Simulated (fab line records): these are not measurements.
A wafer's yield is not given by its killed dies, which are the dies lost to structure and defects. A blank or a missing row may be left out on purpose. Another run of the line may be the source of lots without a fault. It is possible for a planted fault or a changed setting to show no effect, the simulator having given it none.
Comparing a struck lot with a sound one -- flow n5Finfet -- 15 out of 1938 route steps
Sound: wafers L405.2, L405.5, L405.6. Wafers struck: L412.2, L412.4, L412.6. The cause comes at the end.
Order at every step that has rows: each side's tool, ch and its chambers, its first start. Under that, the readings that differ: sound wafers -- struck wafers -- difference of the means -- sigmas: that difference in standard deviations of wafers without a fault.
alike: same words and numbers on both sides, and readings whose means sit less than 2 such deviations apart. not compared: any withheld reading, any reading some wafer has no value for, any bound like >300 that may hide the same value, and any number with overlapping values for which the record gives no deviation.
A row with sigmas, a row that says differs or no value, or rows on one side alone: a step with any of these is where the two part. Numbers that don't overlap but have no deviation are shown without sigmas and don't part them. Lack of a reading on every wafer of one side parts them only where that side has two or more wafers.

first, 8 steps without rows for these wafers: N5_ZERO_LAYER_HMDS_04 (time 60 s); N5_ZERO_LAYER_COAT_05 (resist thk 1000 nm); N5_ZERO_LAYER_EBR_07; N5_ZERO_LAYER_SOFTBAKE_06 (time 90 s); N5_ZERO_LAYER_EXPOSE_08 (exposes mask ZERO, defocus 0 nm, target cd 2000 nm); N5_ZERO_LAYER_PEB_09; N5_ZERO_LAYER_DEVELOP_10 (develop time 60 s); N5_ZERO_LAYER_HARDBAKE_23 (time 120 s).
N5_ZERO_LAYER_CD_MEAS_11 targets a cd of 2000 nm.
  sound on cdSem-02 ch 0, day 2 18:38; struck on cdSem-02 ch 0, day 4 12:40
  alike: cdNm
N5_ZERO_LAYER_DESCUM_16: chemistry O2, time 7.9 s.
  sound on rieDiel-05 ch 2,3, day 2 18:41; struck on rieDiel-05 ch 0,1,2, day 4 12:50
reading,sound,struck,difference,sigmas
oesProductAu (a.u.),0.70 0.70 0.67,0.86 0.96 0.81,+0.19,+2
  alike: biasPowerW, drypumpMotorCurrentA, rfVppV, showerheadPlenumPTorr, throttleValvePct
  not compared: rfHoursCounterH
N5_ZERO_LAYER_ETCH_17: etches SiO2 in CF4, target depth 12 nm, time 13.3 s.
  sound on rieDiel-05 ch 2,3, day 2 18:43; struck on rieDiel-05 ch 0,1,2, day 4 12:52
reading,sound,struck,difference,sigmas
oesProductAu (a.u.),0.69 0.69 0.68,0.86 0.97 0.81,+0.19,+3
  alike: drypumpMotorCurrentA, rfVppV, showerheadPlenumPTorr, throttleValvePct
  not compared: rfHoursCounterH
N5_ZERO_LAYER_ETCH_18: etches Si in HBr/Cl2, target depth 120 nm, time 40 s.
  sound on rieSi-02 ch 0,1,3, day 2 18:47; struck on rieSi-01 ch 2,3, day 4 12:56
  alike: drypumpMotorCurrentA, oesProductAu, throttleValvePct
  not compared: rfHoursCounterH
N5_ZERO_LAYER_STRIP_24: strips in O2.
  sound on plasmaAsher-01 ch 0,1, day 2 18:53; struck on plasmaAsher-02 ch 0,1, day 4 13:04
  no value came back on the struck wafers for any of 5 readings (chamberPressureMTorr (mTorr), drypumpMotorCurrentA (A) and others); on the sound wafers chamberPressureMTorr (mTorr) reads 1001.0 999.4 1000.3
reading,sound,struck,difference,sigmas
model.coat_of_ZERO_LAYER_COAT_05.thkNm (nm),0 0 0,928.4 928.5 927.2,+928.0,
  not compared: rfHoursCounterH
then, 1 step without rows for these wafers: N5_ZERO_LAYER_STRIP_19 (strips in SPM, time 900 s).
-- here the record skips 7 days between the struck wafers' starts before and after, leaving off in module ZERO_LAYER and picking up in module BEOL_M4 (first step shown: number 1111 of the route) --
N5_BEOL_M4_RC_MEAS_101:
  sound on prober-01 ch 0, day 9 11:01; struck on prober-01 ch 0, day 11 10:56
reading,sound,struck,difference,sigmas
DIBL_N (mV/V),38.2 40.0 39.5,34.7 33.9 35.7,-4.5,-3
DIBL_P (mV/V),37.8 41.0 39.4,33.3 32.5 35.2,-5.7,-3
IOFF_P (nA/um),0.23 0.29 0.25,0.17 0.16 0.21,-0.08,-2
  alike: IOFF_N, ION_N, ION_P, SS_N, SS_P, VT_N, VT_P

WHERE THEY PART
First at N5_ZERO_LAYER_DESCUM_16; last, within this record, at N5_BEOL_M4_RC_MEAS_101.

WHY: whatever the simulator had introduced
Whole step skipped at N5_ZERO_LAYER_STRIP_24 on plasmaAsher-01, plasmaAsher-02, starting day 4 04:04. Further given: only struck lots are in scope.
